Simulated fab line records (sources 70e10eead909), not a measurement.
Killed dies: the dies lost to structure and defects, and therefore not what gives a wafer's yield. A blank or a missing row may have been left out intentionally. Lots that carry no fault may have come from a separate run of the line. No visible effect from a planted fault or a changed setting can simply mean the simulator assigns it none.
fab line records    flow nand-harc
record lots=13  wafers=38  last-day=27
route steps=1159 shown A_CONTACT@857 END@1159
lots that met no fault: taken from a fault-free run of the same line
start-h: start of the lot's first displayed wafer, in hours after the record's first day    wait-h: time in hours since the lot's previous step    " the same as in the row above    L1.1+2: a single row standing in for several wafers    - no value present, or no start provided    * or withheld: withheld    < > ~ a bound
route shown NAME@n: names a module that has steps shown in the file, with the first one's number in the route    usual: the fault-free wafers' mean and standard deviation    same: alike in all rows    chamber/n: place in a boat    sites: each site's reading    _std_site: their standard deviation    _edge_site: outer sites' mean less inner sites'    radius-mm: for every site, how far away it sits from the centre of the wafer    mask NAME#n: copy n    behind: the last tool/chamber to shape the wafer    hold: why the lot went on hold/how many hours it stayed there/how the hold came to an end    device: transistor that didn't switch, given as n, p or np    end of line: the route-end tests of the same wafers    step lacking rows: just its recipe    killed: not the wafer's yield, but the dies lost to structure and defects at the first sort    map: the dies of a wafer, with x for killed, . for not killed, _ for no die there
set.NAME: setting as actually run; set.NAME@STEP: the setting as run at that earlier step    model.NAME: the simulator's own value behind a step, which no gauge read
a sample of lots followed through the steps of the route, with each step as a table and each wafer as a row
services: the hour from which a tool's chamber was out of use, counted from the record's first day as start-h (under 0 if before that day), plus the number of hours and why
## steps
# step NHARC_A_CONTACT_DESCUM_47
# recipe time-s=3  o2-flow-sccm=200  ar-flow-sccm=0  bias-power-w=0  chemistry=O2
# usual drypump-motor-current-A=5.6/0.3  oes-product-au=1.001/0.0075  rf-vpp-V=57.6/0.91  showerhead-plenum-p-Torr=1.86/0.058  throttle-valve-pct=11.311/0.0096
lot.wafer  tool         chamber  start-h  wait-h  drypump-motor-current-A  oes-product-au  rf-hours-counter-h  rf-vpp-V  showerhead-plenum-p-Torr  throttle-valve-pct
L135.2     rie-diel-04  3        408.28   0.1     5.0                      0.996           18                  57.1      1.92                      11.315
L135.3     "            0        "        "       5.5                      1.004           18                  58.2      1.79                      11.321
L135.6     "            3        "        "       5.0                      0.985           -                   56.5      1.92                      11.308
L136.3     rie-diel-11  3        412.73   0.1     5.7                      1.009           12                  57.6      1.86                      11.319
L136.1     "            1        "        "       5.7                      1.013           13                  59.5      1.92                      11.311
L136.4     "            2        "        "       5.8                      1.012           12                  58.9      1.86                      11.310
L137.1     rie-diel-04  2        419.20   0.1     5.6                      1.001           19                  56.1      1.88                      11.315
L137.4     "            3        "        "       4.9                      0.986           20                  57.6      1.92                      11.301
L137.6     "            1        "        "       5.9                      1.003           -                   56.8      1.90                      11.324
L139.4     rie-diel-04  2        424.31   0.1     5.6                      1.002           20                  58.6      1.88                      11.310
L139.5     "            1        "        "       5.9                      0.998           -                   59.4      1.90                      11.301
L139.6     "            2        "        "       5.6                      1.014           -                   58.1      1.88                      11.303
L138.1     rie-diel-11  2        430.17   0.1     5.8                      1.011           17                  58.1      1.86                      11.302
L138.4     "            0        "        "       5.5                      1.006           18                  57.9      1.78                      11.298
L138.5     "            2        "        "       5.8                      1.016           -                   56.9      1.86                      11.308
L142.2     rie-diel-11  2        470.03   0.1     5.8                      1.007           29                  57.9      1.86                      11.322
L142.4     "            1        "        "       5.7                      1.009           28                  58.8      1.92                      11.314
L142.6     "            3        "        "       5.7                      1.008           -                   58.0      1.85                      11.319
L145.4     rie-diel-04  0        479.79   0.1     5.6                      0.988           -                   57.0      1.79                      11.315
L145.5     "            2        "        "       5.6                      1.000           -                   58.5      1.88                      11.317
L145.6     "            3        "        "       5.0                      0.987           -                   58.7      1.92                      11.298
L147.4     rie-diel-11  3        502.82   0.1     5.8                      1.006           40                  57.0      1.85                      11.317
L147.5     "            3        "        "       5.8                      1.008           -                   58.6      1.85                      11.299
L152.2     rie-diel-11  3        512.38   0.1     5.8                      1.006           44                  56.0      1.85                      11.307
L152.5     "            1        "        "       5.7                      0.995           -                   57.8      1.91                      11.315
L152.6     "            2        "        "       5.7                      0.998           -                   56.4      1.85                      11.299
L154.1     rie-diel-04  1        533.17   0.1     5.9                      0.989           10                  56.6      1.89                      11.324
L154.6     "            3        "        "       5.0                      0.991           -                   58.0      1.91                      11.318
L154.5     "            0        "        "       5.6                      0.998           -                   59.0      1.78                      11.319
L157.3     rie-diel-04  3        541.78   0.1     5.0                      0.995           14                  57.7      1.91                      11.294
L157.4     "            1        "        "       5.8                      0.991           12                  58.3      1.89                      11.303
L157.6     "            0        "        "       5.6                      1.000           -                   56.8      1.78                      11.323
L156.2     rie-diel-13  3        543.03   0.1     6.5                      0.999           32                  58.5      2.05                      11.324
L156.6     "            1        "        "       5.4                      1.002           -                   56.0      1.84                      11.311
L156.5     "            2        "        "       5.7                      1.001           -                   57.5      1.77                      11.299
L155.2     rie-diel-13  2        552.18   0.1     5.7                      1.006           39                  57.2      1.77                      11.335
L155.1     "            3        "        "       6.5                      1.005           38                  58.7      2.04                      11.328
L155.6     "            1        "        "       5.3                      1.006           -                   57.7      1.84                      11.324
# step NHARC_A_CONTACT_ETCH_50
# recipe target-depth-a=847  time-s=42.4  cf4-flow-sccm=100  chf3-flow-sccm=30  ar-flow-sccm=0  rf-w=500  bias-w=200  chemistry=CF4/CHF3
# usual drypump-motor-current-A=5.58/0.3  oes-product-au=0.955/0.019  rf-vpp-V=369.1/1.8  run-length-s=63.7/0.47  showerhead-plenum-p-Torr=1.53/0.045  throttle-valve-pct=16.802/0.009
lot.wafer  tool         chamber  start-h  wait-h  drypump-motor-current-A  oes-product-au  rf-hours-counter-h  rf-vpp-V  run-length-s  showerhead-plenum-p-Torr  throttle-valve-pct
L135.2     rie-diel-04  1        408.80   -       5.83                     0.978           17                  370.8     63.9          1.56                      16.800
L135.3     "            2        "        "       5.61                     0.989           18                  371.0     64.9          1.55                      16.800
L135.6     "            0        "        "       5.57                     0.982           -                   367.9     63.1          1.48                      16.807
L136.3     rie-diel-11  1        413.36   -       5.66                     0.967           14                  370.4     64.4          1.58                      16.812
L136.4     "            2        "        "       5.75                     0.953           12                  369.4     63.7          1.53                      16.794
L136.1     "            3        "        "       5.75                     0.967           13                  367.8     63.5          1.53                      16.801
L137.1     rie-diel-04  3        419.72   -       4.95                     0.971           20                  369.2     63.2          1.58                      16.822
L137.4     "            0        "        "       5.58                     0.963           20                  368.0     63.5          1.48                      16.798
L137.6     "            0        "        "       5.56                     0.967           -                   366.6     63.1          1.48                      16.790
L139.4     rie-diel-04  0        424.83   -       5.55                     0.980           21                  368.3     63.2          1.48                      16.813
L139.5     "            0        "        "       5.56                     0.979           -                   366.7     63.4          1.48                      16.791
L139.6     "            1        "        "       5.89                     0.967           -                   371.4     64.1          1.56                      16.781
L138.4     rie-diel-11  2        430.70   -       5.76                     0.964           17                  368.9     63.7          1.53                      16.782
L138.1     "            1        "        "       5.68                     0.979           18                  370.8     64.3          1.58                      16.807
L138.5     "            3        "        "       5.75                     0.965           -                   368.6     63.5          1.53                      16.793
L142.2     rie-diel-11  0        470.56   -       5.51                     0.984           28                  367.6     63.5          1.47                      16.807
L142.4     "            1        "        "       5.67                     0.988           28                  370.2     64.2          1.58                      16.806
L142.6     "            3        "        "       5.74                     0.978           -                   369.7     63.7          1.53                      16.804
L145.5     rie-diel-04  2        480.48   -       5.62                     0.948           -                   369.3     63.9          1.55                      16.798
L145.6     "            3        "        "       4.95                     0.937           -                   371.3     63.0          1.58                      16.801
L145.4     "            0        "        "       5.57                     0.939           -                   367.3     63.8          1.48                      16.802
L147.4     rie-diel-11  1        503.71   -       5.69                     0.958           42                  369.9     57.9          1.57                      16.822
L147.5     "            0        "        "       5.51                     0.958           -                   366.4     57.0          1.47                      16.812
L152.2     rie-diel-11  2        512.93   -       5.77                     0.910           47                  367.6     63.6          1.52                      16.806
L152.6     "            2        "        "       5.76                     0.929           -                   368.2     63.7          1.52                      16.790
L152.5     "            3        "        "       5.73                     0.929           -                   368.2     56.5          1.52                      16.789
L154.1     rie-diel-04  0        533.68   -       5.55                     0.964           14                  366.5     62.9          1.47                      16.796
L154.5     "            0        "        "       5.56                     0.962           -                   366.9     63.3          1.47                      16.814
L154.6     "            1        "        "       5.88                     0.991           -                   370.9     64.2          1.56                      16.805
L157.4     rie-diel-04  2        542.36   -       5.65                     0.985           14                  370.2     64.0          1.54                      16.807
L157.3     "            3        "        "       4.96                     0.967           15                  370.2     63.3          1.57                      16.800
L157.6     "            1        "        "       5.84                     0.971           -                   370.4     63.9          1.56                      16.808
L156.2     rie-diel-13  1        543.54   -       5.35                     0.974           32                  369.3     63.7          1.52                      16.795
L156.5     "            0        "        "       5.45                     0.968           -                   371.2     63.6          1.58                      16.793
L156.6     "            1        "        "       5.34                     0.971           -                   368.5     63.2          1.52                      16.791
L155.2     rie-diel-13  3        552.85   -       6.50                     0.916           38                  374.5     63.9          1.67                      16.800
L155.1     "            0        "        "       5.46                     0.928           30                  371.0     63.7          1.58                      16.803
L155.6     "            2        "        "       5.69                     0.929           -                   368.2     63.4          1.46                      16.802
# step NHARC_A_CONTACT_ETCH_114
# recipe source-w=withheld  pressure-mtorr=20  bias-v=3000  time-s=94  target-depth-a=9220  ar-flow-sccm=withheld  c4f8-flow-sccm=withheld  o2-flow-sccm=withheld  chemistry=C4F8/O2/Ar
# usual run-length-s=94/0
lot.wafer  tool             chamber  start-h  wait-h  rf-hours-counter-h  run-length-s
L135.2     har-cap-etch-01  1        409.92   0.1     56                  94
L135.3     "                1        "        "       -                   94
L135.6     "                1        "        "       -                   94
L136.1     har-cap-etch-02  0        414.50   0.1     11                  94
L136.3     "                1        "        "       -                   94
L136.4     "                0        "        "       -                   94
L137.1     har-cap-etch-03  0        420.85   0.1     88                  94
L137.4     "                0        "        "       -                   94
L137.6     "                1        "        "       -                   94
L139.4     har-cap-etch-01  0        426.36   0.1     -                   94
L139.6     "                1        "        "       -                   94
L139.5     "                0        "        "       -                   94
L138.1     har-cap-etch-01  0        431.81   0.1     59                  94
L138.4     "                0        "        "       -                   94
L138.5     "                1        "        "       -                   94
L142.2     har-cap-etch-01  0        471.69   0.1     62                  94
L142.4     "                1        "        "       -                   94
L142.6     "                1        "        "       -                   94
L145.4     har-cap-etch-02  1        481.76   0.1     -                   94
L145.6     "                0        "        "       -                   94
L145.5     "                1        "        "       -                   94
L147.4     har-cap-etch-02  1        504.85   0.1     -                   94
L147.5     "                0        "        "       -                   94
L152.2     har-cap-etch-03  1        514.08   0.1     102                 94
L152.6     "                0        "        "       -                   94
L152.5     "                1        "        "       -                   94
L154.1     har-cap-etch-02  1        534.80   0.1     31                  94
L154.5     "                0        "        "       -                   94
L154.6     "                1        "        "       -                   94
L157.3     har-cap-etch-02  0        543.51   0.1     -                   94
L157.4     "                1        "        "       -                   94
L157.6     "                0        "        "       -                   94
L156.2     har-cap-etch-01  0        544.65   0.1     78                  94
L156.5     "                0        "        "       -                   94
L156.6     "                1        "        "       -                   94
L155.1     har-cap-etch-02  0        554.15   0.1     38                  94
L155.2     "                1        "        "       38                  94
L155.6     "                1        "        "       -                   94
# step NHARC_A_CONTACT_ETCH_116
# recipe source-w=withheld  pressure-mtorr=20  bias-v=3000  time-s=94  target-depth-a=9220  ar-flow-sccm=withheld  c4f8-flow-sccm=withheld  o2-flow-sccm=withheld  chemistry=C4F8/O2/Ar
# usual run-length-s=94/0
lot.wafer  tool             chamber  start-h  wait-h  rf-hours-counter-h  run-length-s
L135.2     har-cap-etch-01  1        410.10   0.1     56                  94
L135.3     "                1        "        "       -                   94
L135.6     "                1        "        "       -                   94
L136.1     har-cap-etch-02  0        414.68   0.1     12                  94
L136.3     "                1        "        "       -                   94
L136.4     "                0        "        "       -                   94
L137.1     har-cap-etch-03  0        421.04   0.1     88                  94
L137.4     "                0        "        "       -                   94
L137.6     "                1        "        "       -                   94
L139.4     har-cap-etch-01  0        426.67   0.1     -                   94
L139.6     "                1        "        "       -                   94
L139.5     "                0        "        "       -                   94
L138.1     har-cap-etch-01  0        431.99   0.1     60                  94
L138.4     "                0        "        "       -                   94
L138.5     "                1        "        "       -                   94
L142.2     har-cap-etch-01  0        471.87   0.1     62                  94
L142.4     "                1        "        "       -                   94
L142.6     "                1        "        "       -                   94
L145.4     har-cap-etch-02  1        481.94   0.1     -                   94
L145.6     "                0        "        "       -                   94
L145.5     "                1        "        "       -                   94
L147.4     har-cap-etch-02  1        505.03   0.1     -                   94
L147.5     "                0        "        "       -                   94
L152.2     har-cap-etch-03  1        514.26   0.1     102                 94
L152.6     "                0        "        "       -                   94
L152.5     "                1        "        "       -                   94
L154.1     har-cap-etch-02  1        534.99   0.1     31                  94
L154.5     "                0        "        "       -                   94
L154.6     "                1        "        "       -                   94
L157.3     har-cap-etch-02  0        543.69   0.1     -                   94
L157.4     "                1        "        "       -                   94
L157.6     "                0        "        "       -                   94
L156.2     har-cap-etch-01  0        544.83   0.1     78                  94
L156.5     "                0        "        "       -                   94
L156.6     "                1        "        "       -                   94
L155.1     har-cap-etch-02  0        554.33   0.1     38                  94
L155.2     "                1        "        "       38                  94
L155.6     "                1        "        "       -                   94
# step NHARC_END_SORT_01
# recipe temp-c=25
# usual killed-at-array=28/11  killed-at-other=0.9/1.2  killed-at-periphery=2.6/2.1  killed-dies=31/11  killed-open=3.1/1.7  killed-short=1.9/1.3
# same gross-dies=677
lot.wafer  tool       chamber  start-h  wait-h  killed-at-array  killed-at-other  killed-at-periphery  killed-dies  killed-open  killed-short
L145.4     prober-01  0        574.90   3.4     36               1                2                    39           2            1
L145.5     prober-01  0        575.70   3.7     30               0                0                    30           0            2
L145.6     prober-01  0        576.51   4.0     35               0                3                    38           4            1
# killed by level:class
L145.4 A_CHANNEL_HOLE_D1:chamber-film-flake=17 A_SLIT:chamber-film-flake=13 A_M1:geometric-particle:open=2 A_ZERO_WELL:chamber-film-flake=2 P_STI:geometric-particle:short=1 P_ZERO_WELL:chamber-film-flake=1 THIN_TSV:chamber-film-flake=1 A_CHANNEL_FILL_D1:chamber-film-flake=1
L145.5 A_CHANNEL_HOLE_D1:chamber-film-flake=18 A_SLIT:chamber-film-flake=9 A_CHANNEL_HOLE_D1:geometric-particle:short=1 A_M0:geometric-particle:short=1 A_CHANNEL_FILL_D1:chamber-film-flake=1
L145.6 A_CHANNEL_HOLE_D1:chamber-film-flake=18 A_SLIT:chamber-film-flake=10 A_CHANNEL_FILL_D1:geometric-particle:open=2 A_CHANNEL_FILL_D1:chamber-film-flake=2 P_M0:geometric-particle:open=1 P_M1:geometric-particle:short=1 A_BLC:geometric-particle:open=1 P_M0:chamber-film-flake=1
## services
tool             chamber  start-h  hours  kind
rie-diel-13      2        394.58   8.5    repair
rie-diel-04      0        396.04   -      clean
rie-diel-04      1        396.04   -      clean
rie-diel-04      2        396.04   -      clean
rie-diel-04      3        396.04   -      clean
rie-diel-04      -        403.24   0.5    repair
rie-diel-04      0        420.70   -      clean
rie-diel-04      1        420.70   -      clean
rie-diel-04      2        420.70   -      clean
rie-diel-04      3        420.70   -      clean
har-cap-etch-01  -        421.74   1.7    repair
rie-diel-04      0        442.08   2.6    repair
rie-diel-04      3        443.11   8.3    repair
rie-diel-04      0        445.23   -      clean
rie-diel-04      3        451.85   2.1    repair
rie-diel-13      -        453.20   9.0    pm
rie-diel-04      -        465.98   9.0    pm
rie-diel-13      0        466.52   6.0    repair
rie-diel-04      1        479.75   6.5    repair
rie-diel-04      1        494.32   8.7    repair
rie-diel-11      1        517.78   3.9    repair
rie-diel-11      0        535.52   6.0    repair
har-cap-etch-03  -        545.00   17.0   pm
rie-diel-11      -        546.17   9.0    pm
## key
first-sign step=NHARC_A_CONTACT_ETCH_50  reading=run-length-s  direction=down  sigmas=14  usual=*  struck=*
effect none on later readings
met-at NHARC_A_CONTACT_ETCH_50
struck-lots L147,L152
struck-wafers L147.4,L147.5,L152.5
sort-left-out L147.4,L147.5
tester-left-out L147,L152
not-acting-at NHARC_A_CONTACT_DESCUM_47,NHARC_A_CONTACT_ETCH_114,NHARC_A_CONTACT_ETCH_116
onset-between 470.56 503.71
fault kind=process-parameter-drift  tool=rie-diel-11  chamber=-  onset-h=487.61  steps=NHARC_A_CONTACT_ETCH_50  channel=time-s  offset=*  shape=step  end-h=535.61  scope=struck-wafers-only  acts-in=*  stated=*
# tester-left-out: of these lots the tester's yield and bins aren't shown, on N5 and GAA mostly nor the transistor test; their killed dies are dies lost to structure and defects alone, not to doping, threshold or leakage, so they don't give the yield
# sort-left-out: the simulated sort isn't trusted on such a fault, so these wafers' sort isn't shown, and their yield isn't known
